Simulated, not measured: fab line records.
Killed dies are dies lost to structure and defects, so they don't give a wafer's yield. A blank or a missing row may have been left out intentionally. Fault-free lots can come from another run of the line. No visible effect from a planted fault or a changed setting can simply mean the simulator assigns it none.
Split-lot study | flow n5Finfet | route with 1938 steps; 7 lots, 21 wafers read

## ON THE SPLIT
At N5_GATE_CUT_COAT_34 (time 60 s, resist thk 60 nm), the setting spinRpm was moved away from the recipe's 1500 rpm on 6 of the 21 wafers read, by -9.5% to +9.1%. For the rest of the wafers, this setting stayed at what the recipe calls for.

## FROM THE SPLIT TO THE READING: what the file shows between them, 6 steps
- N5_GATE_CUT_DESCUM_18: chemistry O2, time 7 s (also split here: timeS)
- N5_GATE_CUT_ETCH_28: etches underlayer in N2/H2, target depth 13 nm, time 10.4 s
- N5_GATE_CUT_ETCH_36: etches SiARC in CF4, target depth 13 nm, time 21.7 s
- N5_GATE_CUT_ETCH_37: etches SOC in N2/H2, target depth 60 nm, overetch 12 nm, time 90 s
- N5_GATE_CUT_STRIP_38: strips in N2/H2
- N5_GATE_CUT_STRIP_39: strips in N2/H2

## THE READING
SOC_of_GATE_CUT_COAT_34.thkNm (the simulator's own value, which no gauge read), in nm, at N5_GATE_CUT_HM_OPEN_40 (chemistry C4F6/O2, target SiO2, target depth 139 nm, time 85.1 s). The file gives no usual value for it. Here, 15 wafers ran the recipe; their average is 32.8 nm with a standard deviation of 0.53 nm.

wafer  | tool, chamber at the split | spinRpm as run, rpm | against the recipe | SOC_of_GATE_CUT_COAT_34.thkNm, nm | against lot-mates on the recipe
L079.1 | lithoTrack-02, 0           | 1358                | -9.5%              | 35.6                              | +3.3
L079.2 | lithoTrack-02, 0           | 1500                | recipe             | 32.4                              | -
L079.6 | lithoTrack-02, 0           | 1500                | recipe             | 32.2                              | -
L080.2 | lithoTrack-02, 0           | 1500                | recipe             | 33.2                              | -
L080.3 | lithoTrack-02, 0           | 1637                | +9.1%              | 30                                | -3.2
L080.5 | lithoTrack-02, 0           | 1637                | +9.1%              | 30.6                              | -2.6
L082.2 | lithoTrack-04, 0           | 1593                | +6.2%              | 31.2                              | -1.0
L082.3 | lithoTrack-04, 0           | 1500                | recipe             | 32.4                              | -
L082.5 | lithoTrack-04, 0           | 1500                | recipe             | 32                                | -
L085.1 | lithoTrack-04, 0           | 1500                | recipe             | 33.2                              | -
L085.2 | lithoTrack-04, 0           | 1392                | -7.2%              | 35.4                              | +2.2
L085.5 | lithoTrack-04, 0           | 1392                | -7.2%              | 34.8                              | +1.6
L093.2 | lithoTrack-04, 0           | 1500                | recipe             | 32.8                              | -
L093.4 | lithoTrack-04, 0           | 1500                | recipe             | 32.2                              | -
L093.5 | lithoTrack-04, 0           | 1500                | recipe             | 32                                | -
L094.1 | lithoTrack-01, 0           | 1500                | recipe             | 33.4                              | -
L094.5 | lithoTrack-01, 0           | 1500                | recipe             | 33.4                              | -
L094.3 | lithoTrack-01, 0           | 1500                | recipe             | 33                                | -
L097.2 | lithoTrack-02, 0           | 1500                | recipe             | 33.6                              | -
L097.3 | lithoTrack-02, 0           | 1500                | recipe             | 33.2                              | -
L097.6 | lithoTrack-02, 0           | 1500                | recipe             | 32.6                              | -

FIT RESULTS
A straight line over all 21 wafers: SOC_of_GATE_CUT_COAT_34.thkNm changes by -0.289 nm for each +1% of spinRpm; r = -0.94; the points scatter about the line by 0.5 nm.
The same after taking each lot's own level away (the mean of its wafers on the recipe; 21 wafers): -0.296 nm for each +1%; r = -0.97; scatter 0.37 nm.
That fit puts the effect of the largest move of spinRpm on the reading at 2.8 nm.
The span of the lots' own levels, 32.20 to 33.27 nm, comes to 2.0 times the standard deviation stated above.
The two slopes agree, so the slope changes little with the lot-to-lot level.
Check: for one of the wafers moved furthest among these (-9.5%), held out of the fit, the line's prediction against its lot-mates is +2.64 nm. It came out at +3.3 nm against them.

## THESE WAFERS: OTHER SPLITS
Note: prior to the reading, these wafers also went through further splits. Each is held against what the fit with the lots' levels taken away leaves over:
other split on the same wafers | wafers away from the commonest value | r with SOC_of_GATE_CUT_COAT_34.thkNm (lot level and that fit taken away)
N5_GATE_CUT_DESCUM_18 timeS    | 10                                   | -0.04

## THE WHOLE CHAIN: every reading that the file lists as answering this split, in the file's order
step                   | what it does                                                       | reading                                                                        | change (the file's fit)               | r (the file's)
N5_GATE_CUT_COAT_34    | time 60 s, resist thk 60 nm                                        | SOC_of_GATE_CUT_COAT_34.thkNm (the simulator's own value, which no gauge read) | -0.32 nm for each +1% of the setting  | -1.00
N5_GATE_CUT_ETCH_37    | etches SOC in N2/H2, target depth 60 nm, overetch 12 nm, time 90 s | etch.depthNm (the simulator's own value, which no gauge read)                  | -0.315 nm for each +1% of the setting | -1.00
N5_GATE_CUT_HM_OPEN_40 | chemistry C4F6/O2, target SiO2, target depth 139 nm, time 85.1 s   | SOC_of_GATE_CUT_COAT_34.thkNm (the simulator's own value, which no gauge read) | -0.295 nm for each +1% of the setting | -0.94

## THE FILE'S OWN FIT
SOC_of_GATE_CUT_COAT_34.thkNm changes by -0.295 nm for each +1% of spinRpm, r = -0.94.
